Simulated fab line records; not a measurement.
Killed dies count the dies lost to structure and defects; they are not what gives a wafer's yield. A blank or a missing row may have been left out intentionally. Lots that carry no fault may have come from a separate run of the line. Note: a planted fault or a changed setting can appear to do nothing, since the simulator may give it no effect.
fab line records	flow n5_finfet	part 1 of 2: steps 1 to 28 of 34
[record] lots = 5	wafers = 15	last_day = 16
route steps=1938 shown BEOL_M7@1317 BEOL_M8@1332
lots with no fault: from the same line, run without faults
start_h: the number of hours between the record's first day and the start of the first shown wafer of the lot	wait_h: hours elapsed since this lot's preceding step	" repeats the value in the row above	L1.1+2: several wafers, shown together as one row	- value missing, or start not given	* or withheld: withheld	< > ~ a bound
route shown NAME@n: names a module that has steps shown in the file, with the first one's number in the route	usual: average and standard deviation across the fault-free wafers	same: alike in all rows	chamber/n: place in a boat	sites: each site's reading	_std_site: the standard deviation of these	_edge_site: the outer-site mean with the inner-site mean subtracted	radius_mm: for every site, how far away it sits from the centre of the wafer	mask NAME#n: copy n	behind: the last tool/chamber to shape the wafer	hold: why the lot went on hold/how many hours it stayed there/how the hold came to an end	device: the n, p or np transistor that did not switch	end of line: the route-end tests of the same wafers	step lacking rows: just its recipe	killed: dies lost to structure and defects at the first sort, not the wafer's yield	map: shows each die of a wafer: x if killed, . if not, _ if none is there
set.NAME: setting as actually run; set.NAME@STEP: the setting as run at that earlier step	model.NAME: the simulator's own value behind a step, which no gauge read
lots at selected steps of the route; one table per step, one row per wafer
services: the hour from which a tool's chamber was out of use, counted from the record's first day as start_h (under 0 if before that day), plus the number of hours and why
[[steps]]
[step N5_BEOL_M7_CURE_75]
[recipe] temp_c = 370	time_s = 120	ambient = DMADMS/He	material = SiCOH_lowk
[usual] lamp_power_pct = 52.31/0.054	wafer_temp_C_max = 371.6/0.6
lot.wafer	tool	chamber	start_h	wait_h	lamp_power_pct	wafer_temp_C_max
L077.1	uv_cure-02	1	208.36	0.0	52.26	371.3
L077.3	"	1	"	"	52.30	371.1
L077.4	"	1	"	"	52.22	371.3
L080.3	uv_cure-01	0	223.50	0.1	52.23	372.6
L080.5	"	0	"	"	52.25	371.9
L080.6	"	0	"	"	52.35	371.7
L083.1	uv_cure-02	1	250.05	0.2	52.25	371.1
L083.2	"	1	"	"	52.37	371.0
L083.6	"	1	"	"	52.34	371.5
L089.2	uv_cure-01	2	285.44	0.3	52.30	371.0
L089.3	"	2	"	"	52.28	371.8
L089.4	"	2	"	"	52.34	371.6
L094.4	uv_cure-03	1	311.23	0.2	52.34	371.0
L094.5	"	1	"	"	52.34	371.3
L094.6	"	1	"	"	52.23	370.8
[step N5_BEOL_M7_DEGAS_44]
[recipe] ambient = vacuum	temp_c = 250	time_s = 60
[usual] heater_power_w = 319/20
lot.wafer	tool	chamber	start_h	wait_h	heater_power_w
L077.1	pvd_sputter-03	-	209.26	0.9	370
L077.3	"	-	"	"	324
L077.4	"	-	"	"	291
L080.3	pvd_sputter-02	-	223.92	0.4	320
L080.5	"	-	"	"	321
L080.6	"	-	"	"	281
L083.1	pvd_sputter-01	-	250.38	0.3	317
L083.2	"	-	"	"	305
L083.6	"	-	"	"	326
L089.2	pvd_sputter-01	-	288.03	2.5	341
L089.3	"	-	"	"	326
L089.4	"	-	"	"	322
L094.4	pvd_sputter-02	-	311.83	0.5	284
L094.5	"	-	"	"	292
L094.6	"	-	"	"	322
[step N5_BEOL_M7_PRE_CLEAN_45]
[recipe] gas = H2/He	time_s = 30	temp_c = 250
[usual] heater_power_w = 320/19
lot.wafer	tool	chamber	start_h	wait_h	heater_power_w
L077.1	pvd_sputter-03	-	209.30	0.0	371
L077.3	"	-	"	"	327
L077.4	"	-	"	"	289
L080.3	pvd_sputter-02	-	223.96	0.0	325
L080.5	"	-	"	"	322
L080.6	"	-	"	"	286
L083.1	pvd_sputter-01	-	250.42	0.0	313
L083.2	"	-	"	"	298
L083.6	"	-	"	"	316
L089.2	pvd_sputter-01	-	288.07	0.0	332
L089.3	"	-	"	"	324
L089.4	"	-	"	"	332
L094.4	pvd_sputter-02	-	311.87	0.0	294
L094.5	"	-	"	"	291
L094.6	"	-	"	"	315
[step N5_BEOL_M7_ALD_77]
[recipe] material = TaN	target_thk_a = 20	temp_c = 275	ald_precursor_family = PDMAT	ald_co_reactant = NH3	pressure_torr = 3	carrier_flow_sccm = 1500	pulse_time_s = 2	purge_time_s = 3	co_reactant_purge_time_s = 2	co_reactant_pulse_time_s = 3	ald_cycles = 40	precursor_vessel_temp_c = 75	precursor_vessel_pressure_torr = 26.25	precursor_vessel_carrier_sccm = 1000
[usual] heater_power_w = 424/38	precursor_vessel_temp_c = 75.01/0.12
[same] purge_time_s = 3
lot.wafer	tool	chamber	start_h	wait_h	heater_power_w	precursor_vessel_temp_c
L077.1	ald_metal-02	0	209.58	0.3	537	75.01
L077.3	"	3	"	"	383	75.12
L077.4	"	2	"	"	423	74.96
L080.3	ald_metal-03	2	224.02	0.0	427	74.90
L080.5	"	2	"	"	422	74.79
L080.6	"	3	"	"	411	75.27
L083.1	ald_metal-03	0	250.48	0.0	375	75.11
L083.2	"	1	"	"	379	74.97
L083.6	"	3	"	"	417	74.85
L089.2	ald_metal-04	2	288.13	0.0	441	75.06
L089.3	"	0	"	"	423	75.14
L089.4	"	0	"	"	430	75.21
L094.4	ald_metal-02	3	311.93	0.0	382	74.81
L094.5	"	2	"	"	417	74.92
L094.6	"	1	"	"	437	75.03
[step N5_BEOL_M7_SURFACE_TREAT_79]
[recipe] gas = Ar	time_s = *	ion_energy_ev = *	ion_current_ma_cm2 = 0.5	pressure_mtorr = *	ar_flow_sccm = 30
[usual] throttle_valve_pct = *
lot.wafer	tool	chamber	start_h	wait_h	throttle_valve_pct
L077.1	pvd_sputter-03	-	209.94	0.2	*
L077.3	"	-	"	"	*
L077.4	"	-	"	"	*
L080.3	pvd_sputter-01	-	224.57	0.4	*
L080.5	"	-	"	"	*
L080.6	"	-	"	"	*
L083.1	pvd_sputter-03	-	250.77	0.2	*
L083.2	"	-	"	"	*
L083.6	"	-	"	"	*
L089.2	pvd_sputter-03	-	288.45	0.2	*
L089.3	"	-	"	"	*
L089.4	"	-	"	"	*
L094.4	pvd_sputter-02	-	312.29	0.2	*
L094.5	"	-	"	"	*
L094.6	"	-	"	"	*
[step N5_BEOL_M7_CVD_78]
[recipe] material = Co	target_thk_a = 20	temp_c = withheld	precursor = CCTBA/H2	pressure_torr = 30	time_s = 142.3
lot.wafer	tool	chamber	start_h	wait_h
L077.1+3+4	cvd_co-02	0,2,0	210.00	0.0
L080.3+5+6	cvd_co-01	1,0,1	224.72	0.1
L083.1+2+6	cvd_co-01	1,2,2	250.83	0.0
L089.2+3+4	cvd_co-01	0,1,2	288.55	0.1
L094.4+5+6	cvd_co-02	2,0,1	312.44	0.1
[step N5_BEOL_M7_SPUTTER_48]
[recipe] material = Cu	target_thk_a = 100	temp_c = -20	bias_v = 60	power_w = 26000	chamber_pressure_pa = 0.13	time_s = 1.667
[usual] throttle_valve_pct = 29.7/1.3
lot.wafer	tool	chamber	start_h	wait_h	throttle_valve_pct
L077.1	pvd_sputter-01	-	210.13	0.1	31.5
L077.3	"	-	"	"	29.2
L077.4	"	-	"	"	30.5
L080.3	pvd_sputter-02	-	224.86	0.1	28.5
L080.5	"	-	"	"	29.8
L080.6	"	-	"	"	30.1
L083.1	pvd_sputter-02	-	250.96	0.1	28.8
L083.2	"	-	"	"	27.0
L083.6	"	-	"	"	28.8
L089.2	pvd_sputter-03	-	288.73	0.1	30.2
L089.3	"	-	"	"	30.5
L089.4	"	-	"	"	29.8
L094.4	pvd_sputter-02	-	312.57	0.1	28.6
L094.5	"	-	"	"	29.9
L094.6	"	-	"	"	26.7
[step N5_BEOL_M7_ECD_50]
[recipe] material = Cu	target_thk_a = 3000
lot.wafer	tool	chamber	start_h	wait_h
L077.1+3+4	ecd_cu-02	0,0,1	210.24	0.1
L080.3+5+6	ecd_cu-01	1,1,0	225.00	0.1
L083.1+2+6	ecd_cu-02	1,0,0	251.08	0.1
L089.2+3+4	ecd_cu-02	1,0,1	288.85	0.1
L094.4+5+6	ecd_cu-01	0,0,1	312.71	0.1
[step N5_BEOL_M7_ANNEAL_51]
[recipe] temp_c = 225	time_s = 90	ambient = N2
[usual] wafer_temp_C_max = 226.1/0.55
lot.wafer	tool	chamber	start_h	wait_h	wafer_temp_C_max
L077.1	rtp_anneal-02	0	210.57	0.3	225.6
L077.3	"	0	"	"	225.5
L077.4	"	0	"	"	225.6
L080.3	rtp_anneal-01	0	226.50	1.5	227.3
L080.5	"	0	"	"	226.4
L080.6	"	0	"	"	226.7
L083.1	rtp_anneal-02	0	251.38	0.3	225.3
L083.2	"	0	"	"	225.3
L083.6	"	0	"	"	225.5
L089.2	rtp_anneal-02	0	288.99	0.1	225.8
L089.3	"	0	"	"	225.4
L089.4	"	0	"	"	225.6
L094.4	rtp_anneal-01	0	312.91	0.2	226.2
L094.5	"	0	"	"	226.1
L094.6	"	0	"	"	226.4
[step N5_BEOL_M7_CMP_52]
[recipe] stop_on = SiCOH_lowk	t_overpolish_s = 6.9	down_force_psi = 1	platen_rpm = 50	clearing_platen_down_force_psi = 1.5	clearing_platen_rpm = 50	post_cmp_clean = cu_alkaline	target_thk_nm = 80	clearing_platen_pad_velocity_m_s = 0.99484	pad_velocity_m_s = 0.99484
[usual] barrier_field_endpoint_s = 29.0/0.79	motor_current_A = 6.1/0.42	overpolish_run_s = 6.900/0.0076	time_to_endpoint_s = 62/3.6
lot.wafer	tool	chamber	start_h	wait_h	barrier_field_endpoint_s	motor_current_A	overpolish_run_s	time_to_endpoint_s
L077.3	cmp-01	3	210.87	0.2	29.0	5.8	6.908	60
L077.4	"	0	"	"	30.5	6.1	6.899	66
L077.1	"	1	"	"	28.8	6.4	6.888	61
L080.3	cmp-02	3	226.79	0.2	29.3	6.0	6.907	60
L080.5	"	1	"	"	29.5	6.4	6.900	57
L080.6	"	2	"	"	30.5	6.0	6.898	64
L083.1	cmp-02	3	251.72	0.3	28.9	5.2	6.910	63
L083.2	"	0	"	"	28.3	6.5	6.907	59
L083.6	"	2	"	"	30.2	6.4	6.892	68
L089.4	cmp-01	3	289.28	0.2	29.8	5.8	6.912	59
L089.3	"	0	"	"	29.7	6.3	6.905	65
L089.2	"	1	"	"	28.7	6.2	6.899	57
L094.4	cmp-01	0	313.24	0.3	29.3	5.7	6.899	65
L094.5	"	0	"	"	31.0	6.1	6.898	65
L094.6	"	1	"	"	29.6	6.3	6.889	62
[step N5_BEOL_M7_THK_MEAS_53]
[recipe] thk_meas_gauge = xrf	reads = Cu_of_BEOL_M7_ECD_50
[usual] M7_THK = 76.0/2.2
lot.wafer	tool	chamber	start_h	wait_h	M7_THK[nm]
L077.1	film_metro-01	-	211.16	-	75.7
L077.3	"	-	"	"	76.7
L077.4	"	-	"	"	80.4
L080.3	film_metro-02	-	227.01	-	72.9
L080.5	"	-	"	"	79.8
L080.6	"	-	"	"	80.3
L083.1	film_metro-01	-	251.98	-	74.3
L083.2	"	-	"	"	77.9
L083.6	"	-	"	"	75.3
L089.2	film_metro-02	-	289.53	-	74.9
L089.3	"	-	"	"	75.6
L089.4	"	-	"	"	73.7
L094.4	film_metro-02	-	313.53	-	76.5
L094.5	"	-	"	"	76.9
L094.6	"	-	"	"	74.4
[step N5_BEOL_M7_PRE_CLEAN_55]
[recipe] gas = NH3	time_s = 15	temp_c = withheld	rf_power_w = 300
lot.wafer	tool	chamber	start_h	wait_h
L077.1+3+4	pecvd-04	0,2,1	211.20	0.0
L080.3+5+6	pecvd-01	1,1,0	227.06	0.0
L083.1+2+6	pecvd-01	1,2,2	252.02	0.0
L089.2+3+4	pecvd-02	2,1,2	289.57	0.0
L094.4+5+6	pecvd-04	2,0,1	313.58	0.0
[step N5_BEOL_M7_DEP_56]
[recipe] material = SiCN	target_thk_a = 100	temp_c = withheld	precursor = 3MS/NH3	pressure_torr = 3	rf_w = 202	time_s = 17.5
[usual] showerhead_plenum_p_Torr = 3.659/0.009	throttle_valve_pct = 9.1/0.75
lot.wafer	tool	chamber	start_h	wait_h	showerhead_plenum_p_Torr	throttle_valve_pct
L077.1	pecvd-04	0	211.23	0.0	3.657	9.5
L077.3	"	2	"	"	3.674	8.8
L077.4	"	1	"	"	3.661	9.5
L080.3	pecvd-01	1	227.10	0.0	3.651	10.2
L080.5	"	1	"	"	3.656	10.5
L080.6	"	0	"	"	3.645	8.4
L083.1	pecvd-01	1	252.04	0.0	3.658	10.4
L083.2	"	2	"	"	3.671	7.9
L083.6	"	2	"	"	3.666	7.8
L089.2	pecvd-02	2	289.59	0.0	3.660	8.6
L089.3	"	1	"	"	3.664	9.4
L089.4	"	2	"	"	3.666	8.3
L094.4	pecvd-04	2	313.61	0.0	3.664	9.0
L094.5	"	0	"	"	3.653	9.4
L094.6	"	1	"	"	3.658	9.4
[step N5_BEOL_M7_RS_MEAS_57]
[recipe] thk_meas_gauge = four-point-probe	reads = Cu_of_BEOL_M7_ECD_50+Co_of_BEOL_M7_CVD_78+TaN_of_BEOL_M7_ALD_77
[usual] M7_RS = 0.291/0.0097
lot.wafer	tool	chamber	start_h	wait_h	M7_RS[ohm/sq]
L077.1	film_metro-02	-	211.29	0.1	0.293
L077.3	"	-	"	"	0.290
L077.4	"	-	"	"	0.273
L080.3	film_metro-01	-	227.17	0.1	0.307
L080.5	"	-	"	"	0.277
L080.6	"	-	"	"	0.276
L083.1	film_metro-02	-	252.11	0.1	0.303
L083.2	"	-	"	"	0.286
L083.6	"	-	"	"	0.298
L089.2	film_metro-02	-	289.66	0.1	0.294
L089.3	"	-	"	"	0.292
L089.4	"	-	"	"	0.301
L094.4	film_metro-01	-	313.66	0.0	0.286
L094.5	"	-	"	"	0.287
L094.6	"	-	"	"	0.297
[step N5_BEOL_M7_INSPECT_58]
[recipe] inspect_instrument = darkfield	mode = post_dep
[usual] raw_defect_count = 74/25
lot.wafer	tool	chamber	start_h	wait_h	raw_defect_count
L077.1	defect_inspect-02	-	211.32	0.0	66
L077.3	"	-	"	"	50
L077.4	"	-	"	"	77
L080.3	defect_inspect-02	-	227.20	0.0	163
L080.5	"	-	"	"	118
L080.6	"	-	"	"	114
L083.1	defect_inspect-02	-	252.14	0.0	67
L083.2	"	-	"	"	104
L083.6	"	-	"	"	79
L089.2	defect_inspect-02	-	289.69	0.0	68
L089.3	"	-	"	"	64
L089.4	"	-	"	"	64
L094.4	defect_inspect-01	-	313.69	0.0	47
L094.5	"	-	"	"	57
L094.6	"	-	"	"	63
[step N5_BEOL_M8_ILD_DEP_00]
[recipe] material = SiCOH_lowk	target_thk_a = 1797.5	temp_c = 300	precursor = DEMS/porogen	pressure_torr = 5	rf_w = 500	time_s = 33.4
[usual] heater_power_w = 328/56	showerhead_plenum_p_Torr = 5.732/0.011	throttle_valve_pct = 13.7/1
lot.wafer	tool	chamber	start_h	wait_h	heater_power_w	showerhead_plenum_p_Torr	throttle_valve_pct
L077.1	pecvd-03	0	211.36	0.0	330	5.729	13.9
L077.3	"	1	"	"	380	5.709	13.0
L077.4	"	2	"	"	248	5.742	13.9
L080.3	pecvd-03	0	227.23	0.0	324	5.742	13.3
L080.5	"	0	"	"	323	5.738	13.6
L080.6	"	2	"	"	201	5.733	14.1
L083.1	pecvd-04	2	252.18	0.0	439	5.733	13.5
L083.2	"	0	"	"	330	5.731	14.4
L083.6	"	0	"	"	269	5.726	14.5
L089.2	pecvd-03	2	289.73	0.0	221	5.727	14.2
L089.3	"	0	"	"	348	5.749	13.5
L089.4	"	0	"	"	344	5.731	13.7
L094.4	pecvd-03	1	313.75	0.1	310	5.727	12.8
L094.5	"	2	"	"	210	5.738	13.9
L094.6	"	0	"	"	312	5.730	13.6
[step N5_BEOL_M8_CURE_74]
[recipe] temp_c = 385	time_s = 240	ambient = He/Ar	material = SiCOH_lowk
[usual] lamp_power_pct = 52.31/0.058	wafer_temp_C_max = 386.6/0.63
lot.wafer	tool	chamber	start_h	wait_h	lamp_power_pct	wafer_temp_C_max
L077.1	uv_cure-03	0	211.42	0.0	52.30	387.6
L077.3	"	0	"	"	52.34	387.7
L077.4	"	0	"	"	52.24	386.9
L080.3	uv_cure-03	0	227.52	0.3	52.35	387.1
L080.5	"	0	"	"	52.30	387.0
L080.6	"	0	"	"	52.30	387.0
L083.1	uv_cure-02	1	252.38	0.2	52.27	386.2
L083.2	"	1	"	"	52.38	385.9
L083.6	"	1	"	"	52.36	386.1
L089.2	uv_cure-02	1	289.88	0.1	52.37	386.4
L089.3	"	1	"	"	52.33	386.4
L089.4	"	1	"	"	52.47	386.0
L094.4	uv_cure-03	2	314.03	0.3	52.21	387.1
L094.5	"	2	"	"	52.26	387.5
L094.6	"	2	"	"	52.25	386.9
[step N5_BEOL_M8_THK_MEAS_01]
[recipe] reads = SiCOH_lowk_of_BEOL_M8_ILD_DEP_00
[usual] M8_ILD_THK = 154.8/2.3
lot.wafer	tool	chamber	start_h	wait_h	M8_ILD_THK[nm]
L077.1	film_metro-02	-	211.93	0.4	154.5
L077.3	"	-	"	"	153.4
L077.4	"	-	"	"	156.4
L080.3	film_metro-01	-	227.87	0.3	154.1
L080.5	"	-	"	"	159.0
L080.6	"	-	"	"	156.3
L083.1	film_metro-02	-	252.89	0.4	152.6
L083.2	"	-	"	"	151.6
L083.6	"	-	"	"	154.6
L089.2	film_metro-02	-	290.32	0.4	155.2
L089.3	"	-	"	"	155.1
L089.4	"	-	"	"	158.8
L094.4	film_metro-01	-	314.30	0.2	154.9
L094.5	"	-	"	"	155.7
L094.6	"	-	"	"	156.2
[step N5_BEOL_M8_PECVD_70]
[recipe] material = SiO2	target_thk_a = 200	temp_c = 400	precursor = TEOS/O2	pressure_torr = 5.5	rf_w = 450	teos_flow_sccm = 53.8	gas = O2	flow_sccm = 3000	time_s = 22.7
[usual] heater_power_w = 771/110	showerhead_plenum_p_Torr = 8.75/0.031	throttle_valve_pct = 22.2/1.5
lot.wafer	tool	chamber	start_h	wait_h	heater_power_w	showerhead_plenum_p_Torr	throttle_valve_pct
L077.1	pecvd-04	0	211.97	0.0	679	8.73	23.6
L077.3	"	2	"	"	791	8.79	21.6
L077.4	"	1	"	"	918	8.73	23.5
L080.3	pecvd-04	0	227.91	0.0	693	8.73	23.4
L080.5	"	2	"	"	823	8.80	21.7
L080.6	"	0	"	"	699	8.73	23.5
L083.1	pecvd-03	1	252.93	0.0	830	8.71	20.7
L083.2	"	0	"	"	692	8.75	21.8
L083.6	"	2	"	"	516	8.78	22.5
L089.2	pecvd-03	2	290.35	0.0	613	8.76	22.9
L089.3	"	0	"	"	709	8.75	21.7
L089.4	"	0	"	"	717	8.75	21.9
L094.4	pecvd-01	1	314.36	0.1	710	8.73	25.8
L094.5	"	0	"	"	724	8.72	20.6
L094.6	"	2	"	"	863	8.82	19.7
[step N5_BEOL_M8_HM_DEP_02]
[recipe] material = TiN	target_thk_a = 200	temp_c = 25	chamber_pressure_pa = 0.49996
[usual] throttle_valve_pct = 29.8/1.3
lot.wafer	tool	chamber	start_h	wait_h	throttle_valve_pct
L077.1	pvd_sputter-01	-	213.11	1.1	31.2
L077.3	"	-	"	"	29.0
L077.4	"	-	"	"	29.2
L080.3	pvd_sputter-02	-	229.02	1.1	30.1
L080.5	"	-	"	"	30.4
L080.6	"	-	"	"	28.7
L083.1	pvd_sputter-01	-	253.46	0.5	30.7
L083.2	"	-	"	"	29.0
L083.6	"	-	"	"	29.0
L089.2	pvd_sputter-01	-	291.93	1.6	28.7
L089.3	"	-	"	"	31.2
L089.4	"	-	"	"	30.9
L094.4	pvd_sputter-01	-	315.89	1.5	31.1
L094.5	"	-	"	"	30.7
L094.6	"	-	"	"	31.3
[step N5_BEOL_M8_COAT_59]
[recipe] resist = SOC	temp_c = 250	time_s = 60	spin_rpm = 1500	resist_thk_nm = 100
lot.wafer	tool	chamber	start_h	wait_h
L077.1+3+4	litho_track-03	0	213.24	0.1
L080.3+5+6	litho_track-05	0	229.15	0.1
L083.1+2+6	litho_track-05	0	253.59	0.1
L089.2+3+4	litho_track-03	0	292.06	0.1
L094.4+5+6	litho_track-05	0	316.02	0.1
[step N5_BEOL_M8_COAT_60]
[recipe] resist = SiARC	temp_c = 220	time_s = 60	spin_rpm = 1500	resist_thk_nm = 35
lot.wafer	tool	chamber	start_h	wait_h
L077.1+3+4	litho_track-03	0	-	-
L080.3+5+6	litho_track-05	0	-	-
L083.1+2+6	litho_track-05	0	-	-
L089.2+3+4	litho_track-03	0	-	-
L094.4+5+6	litho_track-05	0	-	-
[step N5_BEOL_M8_COAT_05]
[recipe] resist = CAR-ArF	spin_rpm = 1500	resist_thk_nm = 90
lot.wafer	tool	chamber	start_h	wait_h
L077.1+3+4	litho_track-03	0	-	-
L080.3+5+6	litho_track-05	0	-	-
L083.1+2+6	litho_track-05	0	-	-
L089.2+3+4	litho_track-03	0	-	-
L094.4+5+6	litho_track-05	0	-	-
[step N5_BEOL_M8_EBR_07]
[recipe] solvent = PGMEA	ebr_width_mm = 1.5
lot.wafer	tool	chamber	start_h	wait_h
L077.1+3+4	litho_track-03	0	-	-
L080.3+5+6	litho_track-05	0	-	-
L083.1+2+6	litho_track-05	0	-	-
L089.2+3+4	litho_track-03	0	-	-
L094.4+5+6	litho_track-05	0	-	-
[step N5_BEOL_M8_SOFTBAKE_06]
[recipe] temp_c = 110	time_s = 60	resist = CAR-ArF
lot.wafer	tool	chamber	start_h	wait_h
L077.1+3+4	litho_track-03	0	-	-
L080.3+5+6	litho_track-05	0	-	-
L083.1+2+6	litho_track-05	0	-	-
L089.2+3+4	litho_track-03	0	-	-
L094.4+5+6	litho_track-05	0	-	-
[step N5_BEOL_M8_EXPOSE_08]
[recipe] mask_id = M8	na = 1.35	source_shape = dipole	sigma_inner = 0.817	sigma_outer = 0.97	polarization = te	dose_mj = 68.25
[usual] reticle_temp_C = 23.00/0.11
[same] dipole_opening_deg = 35
lot.wafer	tool	chamber	start_h	wait_h	mask	reticle_temp_C
L077.1	arfi_scanner-01	0	213.48	-	M8#0	23.00
L077.3	"	0	"	"	M8#0	22.97
L077.4	"	0	"	"	M8#0	22.92
L080.3	arfi_scanner-02	0	229.28	-	M8#0	22.99
L080.5	"	0	"	"	M8#0	22.97
L080.6	"	0	"	"	M8#0	22.80
L083.1	arfi_scanner-01	0	253.71	-	M8#0	22.82
L083.2	"	0	"	"	M8#0	23.17
L083.6	"	0	"	"	M8#0	22.86
L089.2	arfi_scanner-01	0	292.31	-	M8#0	23.04
L089.3	"	0	"	"	M8#0	22.99
L089.4	"	0	"	"	M8#0	23.14
L094.4	arfi_scanner-03	0	316.28	-	M8#0	22.93
L094.5	"	0	"	"	M8#0	23.07
L094.6	"	0	"	"	M8#0	23.07
[step N5_BEOL_M8_PEB_09]
[recipe] peb_temp_c = withheld	peb_time_s = 60	resist = CAR-ArF
lot.wafer	tool	chamber	start_h	wait_h
L077.1+3+4	litho_track-05	0	213.54	0.1
L080.3+5+6	litho_track-02	0	229.33	0.0
L083.1+2+6	litho_track-05	0	253.77	0.1
L089.2+3+4	litho_track-03	0	292.36	0.0
L094.4+5+6	litho_track-02	0	316.32	0.0
[step N5_BEOL_M8_DEVELOP_10]
[recipe] develop_time_s = 30	developer = TMAH	resist = CAR-ArF	rinse_liquid = diw	dry = air_spin	dev_temp_c = 23
lot.wafer	tool	chamber	start_h	wait_h
L077.1+3+4	litho_track-05	0	-	-
L080.3+5+6	litho_track-02	0	-	-
L083.1+2+6	litho_track-05	0	-	-
L089.2+3+4	litho_track-03	0	-	-
L094.4+5+6	litho_track-02	0	-	-
